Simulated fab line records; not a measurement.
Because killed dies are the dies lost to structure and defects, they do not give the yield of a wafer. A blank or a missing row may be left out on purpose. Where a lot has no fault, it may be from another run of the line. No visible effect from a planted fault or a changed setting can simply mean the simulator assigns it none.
2 desks, one fault / flow n5Finfet / what lay behind the numbers comes last; until then each desk has only its own

## FOR THE TOOL OWNER'S DESK: lithoTrack-02
The tool's own readings at N5_BEOL_M4_COAT_73 (time 60 s, resist thk 5 nm): means of the sampled wafers that have a number, for each lot that ran on this tool. Marked OUT: a lot whose mean sits more than 4 standard deviations from the usual mean, which makes it out of limits; the brackets give that distance.
Columns: A = spinSpeedRpm at N5_BEOL_M4_COAT_73, usual 1499.7 rpm
lot=L195; first seen here=day 8 20:44; A=1500.4
lot=L196; first seen here=day 9 04:30; A=1357.3 (-99 or more) OUT
lot=L198; first seen here=day 9 08:33; A=1357.0 (-99 or more) OUT
lot=L199; first seen here=day 10 01:59; A=1357.3 (-99 or more) OUT
lot=L211; first seen here=day 13 09:11; A=1499.5
This desk finds L196, L198, L199 out of limits, L196 being first, at day 9 04:30 (spinSpeedRpm at N5_BEOL_M4_COAT_73). L195, L211: within limits.

## THE METROLOGY DESK
Lot by lot, what the gauges showed, no matter which tool ran the lot: averages of those sampled wafers that carry a number. Marked OUT: a lot whose mean sits more than 4 standard deviations from the usual mean, which makes it out of limits; the brackets give that distance. Only the readings that lie furthest out on some lot appear, 7 of the 11 it has.
Columns: A = M3_THK at N5_BEOL_M3_THK_MEAS_53, usual 41.2 nm; B = IOFF_P at N5_BEOL_M4_RC_MEAS_101, usual 0.21 nA/um; C = ION_N at N5_BEOL_M4_RC_MEAS_101, usual 672 uA/um; D = ION_P at N5_BEOL_M4_RC_MEAS_101, usual 461 uA/um; E = SS_N at N5_BEOL_M4_RC_MEAS_101, usual 71.4 mV/dec; F = VT_N at N5_BEOL_M4_RC_MEAS_101, usual 249.3 mV; G = VT_P at N5_BEOL_M4_RC_MEAS_101, usual -250 mV
lot=L189; first seen here=day 7 07:19; A=42.1; B=0.24; C=681; D=475; E=71.2; F=249.3; G=-244
lot=L195; first seen here=day 8 19:55; A=43.9; B=0.23; C=679; D=465; E=71.3; F=248.1; G=-249
lot=L194; first seen here=day 9 01:50; A=40.1; B=0.19; C=675; D=454; E=71.7; F=250.0; G=-254
lot=L196; first seen here=day 9 03:53; A=41.3; B=0.21; C=673; D=468; E=71.1; F=249.6; G=-248
lot=L198; first seen here=day 9 07:34; A=39.8; B=0.19; C=666; D=458; E=71.1; F=251.6; G=-251
lot=L199; first seen here=day 10 00:44; A=41.3; B=0.19; C=660; D=457; E=70.9; F=250.7; G=-249
lot=L200; first seen here=day 10 06:35; A=40.1; B=0.18; C=666; D=452; E=70.9; F=252.5; G=-256
lot=L207; first seen here=day 11 22:28; A=42.0; B=0.21; C=670; D=458; E=72.1; F=247.6; G=-249
lot=L208; first seen here=day 12 14:59; A=41.1; B=0.26; C=670; D=466; E=71.9; F=249.2; G=-245
lot=L211; first seen here=day 13 07:03; A=41.4; B=0.21; C=673; D=458; E=71.6; F=248.3; G=-250
This desk's verdict: no lot among the 10 shows anything out of limits.

## TAKEN TOGETHER
The tool owner's desk could have raised an alarm at day 9 04:30, on L196, L198, L199.
Nothing out of limits was seen by the metrology desk.
The metrology desk has L196, L198, L199 on record, within its limits.
The lots listed all ran N5_BEOL_M4_COAT_73 on lithoTrack-02.

## WHAT THE SIMULATOR PUT IN
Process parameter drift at N5_BEOL_M4_COAT_73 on lithoTrack-02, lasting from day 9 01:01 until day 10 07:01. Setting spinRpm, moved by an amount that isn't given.
Struck lots among those shown: L196, L198, L199.
How many hours passed from the start of the fault until each desk's first out-of-limits reading: the tool owner's desk, 3.
